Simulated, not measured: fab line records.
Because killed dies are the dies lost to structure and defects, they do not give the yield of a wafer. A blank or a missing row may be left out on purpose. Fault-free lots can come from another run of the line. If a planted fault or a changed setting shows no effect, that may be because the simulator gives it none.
Lot-split experiment    flow n5-finfet    route with 1938 steps; 7 lots, 21 wafers read

## SPLIT DETAILS
At N5_SDB_ETCH_17 (etches SiARC in CF4, target depth 23.4 nm, time 39 s), the setting bias-w was moved away from the recipe's 36 W on 7 of the 21 wafers read, by -16.9% to +11.8%. For the rest of the wafers, this setting stayed at what the recipe calls for.

Reading taken at the split's own step.

## THE READING
rf-vpp-V, in V, at N5_SDB_ETCH_17 (etches SiARC in CF4, target depth 23.4 nm, time 39 s). A value of 184.1 V with a standard deviation of 1.2 V is what fault-free wafers of this fab line usually give.

wafer   tool, chamber at the split  bias-w as run, W  against the recipe  rf-vpp-V, V  against lot-mates on the recipe
L074.3  rie-diel-02, 3              36                recipe              183.7        -
L074.5  rie-diel-02, 0              32.94             -8.5%               173.1        -10.6
L074.6  rie-diel-02, 1              32.94             -8.5%               175.8        -7.9
L076.1  rie-diel-05, 2              36                recipe              183.3        -
L076.4  rie-diel-05, 0              36                recipe              183.0        -
L076.6  rie-diel-05, 3              36                recipe              184.4        -
L079.1  rie-diel-02, 3              36                recipe              185.0        -
L079.2  rie-diel-02, 1              36                recipe              184.3        -
L079.6  rie-diel-02, 2              36                recipe              185.4        -
L082.4  rie-diel-06, 3              39.52             +9.8%               195.5        +11.4
L082.5  rie-diel-06, 1              36                recipe              183.0        -
L082.6  rie-diel-06, 0              36                recipe              185.1        -
L085.4  rie-diel-06, 1              29.9              -16.9%              161.6        -26.1
L085.5  rie-diel-06, 0              29.9              -16.9%              163.0        -24.7
L085.6  rie-diel-06, 3              36                recipe              187.7        -
L087.1  rie-diel-05, 1              36                recipe              183.9        -
L087.2  rie-diel-05, 2              40.24             +11.8%              200.3        +16.4
L087.4  rie-diel-05, 0              40.24             +11.8%              198.1        +14.2
L090.2  rie-diel-05, 3              36                recipe              184.0        -
L090.5  rie-diel-05, 2              36                recipe              184.9        -
L090.6  rie-diel-05, 1              36                recipe              183.4        -

THE FIT
A straight line over all 21 wafers: rf-vpp-V changes by +1.26 V for each +1% of bias-w; r = +0.99; the points scatter about the line by 1.3 V.
The same after taking each lot's own level away (the mean of its wafers on the recipe; 21 wafers): +1.36 V for each +1%; r = +0.99; scatter 1.4 V.
Per that fit: largest bias-w move, reading shift of 23 V.
Across the lots, their own levels run from 183.57 to 187.70 V, a range of 3.4 times the standard deviation given above.
Consequently the slope shifts little with the lot-to-lot level, the two slopes agreeing.
Check: -22.1 V against its lot-mates is what the line predicts for one of the wafers moved furthest among these (-16.9%) when that wafer is left out of the fit. It came out at -26.1 V against them.
Tool readings at the split's step, against how far the setting was moved: rf-vpp-V r = +0.99.

## ADDITIONAL SPLITS CARRIED BY THESE WAFERS
Before the reading, these wafers also passed through other splits. Each is held against what the fit with the lots' levels taken away leaves over:
other split on the same wafers           wafers away from the commonest value  r with rf-vpp-V (lot level and that fit taken away)
N5_ZERO_LAYER_EXPOSE_08 dose-mj          10                                    +0.01
N5_ZERO_LAYER_DEVELOP_10 develop-time-s  6                                     -0.22
N5_WELL_APT_PEB_06 peb-time-s            9                                     -0.12
N5_WELL_APT_DESCUM_13 time-s             7                                     -0.08
N5_FIN_SAQP_SPACER1_ALD_24 ald-cycles    8                                     -0.17
N5_STI_FIN_REVEAL_ETCHBACK_08 time-s     5                                     -0.27
N5_STI_FIN_REVEAL_PRECLEAN_17 time-s     8                                     +0.00
N5_DUMMY_GATE_COAT_28 spin-rpm           6                                     -0.29
N5_SDB_EXPOSE_08 dose-mj                 10                                    +0.00

## THE FILE'S OWN FIT
rf-vpp-V changes by +1.35 V for each +1% of bias-w, r = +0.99.
